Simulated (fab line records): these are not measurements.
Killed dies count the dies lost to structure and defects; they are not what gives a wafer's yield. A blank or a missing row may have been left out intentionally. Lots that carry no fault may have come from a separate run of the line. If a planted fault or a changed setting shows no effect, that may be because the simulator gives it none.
Chamber matching :: flow n5_finfet :: rie_diel-01 running N5_FIN_SAQP_STRIP_70: 4 sister chambers
The step strips in N2/H2. 14 wafers are shown with their chamber, then 7 later ones without.

WAFERS WITH THEIR CHAMBER
wafer: L450.1
chamber: 1
showerhead_plenum_p_Torr (Torr): 3.33
oes_product_au (a.u.): 0.72
throttle_valve_pct (%): 19.03

wafer: L450.2
chamber: 0
showerhead_plenum_p_Torr (Torr): 3.33
oes_product_au (a.u.): 0.76
throttle_valve_pct (%): 18.95

wafer: L450.6
chamber: 3
showerhead_plenum_p_Torr (Torr): 3.58
oes_product_au (a.u.): 0.95
throttle_valve_pct (%): 18.76

wafer: L455.1
chamber: 3
showerhead_plenum_p_Torr (Torr): 3.58
oes_product_au (a.u.): 0.93
throttle_valve_pct (%): 18.76

wafer: L455.3
chamber: 1
showerhead_plenum_p_Torr (Torr): 3.32
oes_product_au (a.u.): 0.72
throttle_valve_pct (%): 19.05

wafer: L455.6
chamber: 1
showerhead_plenum_p_Torr (Torr): 3.32
oes_product_au (a.u.): 0.72
throttle_valve_pct (%): 19.06

wafer: L457.3
chamber: 3
showerhead_plenum_p_Torr (Torr): 3.58
oes_product_au (a.u.): 0.92
throttle_valve_pct (%): 18.77

wafer: L457.4
chamber: 2
showerhead_plenum_p_Torr (Torr): 3.59
oes_product_au (a.u.): 0.94
throttle_valve_pct (%): 19.09

wafer: L457.5
chamber: 3
showerhead_plenum_p_Torr (Torr): 3.58
oes_product_au (a.u.): 0.92
throttle_valve_pct (%): 18.77

wafer: L461.2
chamber: 0
showerhead_plenum_p_Torr (Torr): 3.32
oes_product_au (a.u.): 0.75
throttle_valve_pct (%): 19.00

wafer: L461.3
chamber: 1
showerhead_plenum_p_Torr (Torr): 3.31
oes_product_au (a.u.): 0.72
throttle_valve_pct (%): 19.07

wafer: L461.4
chamber: 3
showerhead_plenum_p_Torr (Torr): 3.57
oes_product_au (a.u.): 0.90
throttle_valve_pct (%): 18.78

wafer: L466.2
chamber: 2
showerhead_plenum_p_Torr (Torr): 3.58
oes_product_au (a.u.): 0.90
throttle_valve_pct (%): 19.13

wafer: L466.3
chamber: 3
showerhead_plenum_p_Torr (Torr): 3.57
oes_product_au (a.u.): 0.88
throttle_valve_pct (%): 18.80

SIGNATURES, as means of the wafers listed above
reading: showerhead_plenum_p_Torr
chamber 0: 3.3250
chamber 1: 3.3200
chamber 2: 3.5850
chamber 3: 3.5767
scatter within a chamber: 0.00658

reading: oes_product_au
chamber 0: 0.7550
chamber 1: 0.7200
chamber 2: 0.9200
chamber 3: 0.9167
scatter within a chamber: 0.0195

reading: throttle_valve_pct
chamber 0: 18.9750
chamber 1: 19.0525
chamber 2: 19.1100
chamber 3: 18.7733
scatter within a chamber: 0.0201
Rule: distance of a wafer from a chamber = root of the sum over the readings of ((wafer's reading minus chamber's mean) / reading's scatter) squared. If the next closest chamber is less than 2 further off than the closest, the wafer can't be placed; otherwise it belongs to the closest. The scatter: the root of (the sum of the squares of (reading less its chamber's mean) over the shown wafers, divided by (wafers less chambers)).

WAFERS WITHOUT THEIR CHAMBER
wafer: L466.5
showerhead_plenum_p_Torr (Torr): 3.57
oes_product_au (a.u.): 0.88
throttle_valve_pct (%): 18.81

wafer: L467.1
showerhead_plenum_p_Torr (Torr): 3.56
oes_product_au (a.u.): 0.87
throttle_valve_pct (%): 18.81

wafer: L467.3
showerhead_plenum_p_Torr (Torr): 3.58
oes_product_au (a.u.): 0.89
throttle_valve_pct (%): 19.15

wafer: L467.5
showerhead_plenum_p_Torr (Torr): 3.58
oes_product_au (a.u.): 0.90
throttle_valve_pct (%): 19.16

wafer: L468.1
showerhead_plenum_p_Torr (Torr): 3.31
oes_product_au (a.u.): 0.71
throttle_valve_pct (%): 19.08

wafer: L468.2
showerhead_plenum_p_Torr (Torr): 3.31
oes_product_au (a.u.): 0.75
throttle_valve_pct (%): 19.00

wafer: L468.3
showerhead_plenum_p_Torr (Torr): 3.58
oes_product_au (a.u.): 0.89
throttle_valve_pct (%): 19.15

WHICH CHAMBER EACH ONE RAN IN
wafer: L466.5
from the rows above: 3
in truth: 3

wafer: L467.1
from the rows above: 3
in truth: 3

wafer: L467.3
from the rows above: 2
in truth: 2

wafer: L467.5
from the rows above: 2
in truth: 2

wafer: L468.1
from the rows above: 1
in truth: 1

wafer: L468.2
from the rows above: can't be placed: 0 or 1
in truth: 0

wafer: L468.3
from the rows above: 2
in truth: 2
Placed correctly: 6 of 7. Can't be placed from these rows: 1 (the true chamber is among the candidates in 1). Wrongly placed: 0.
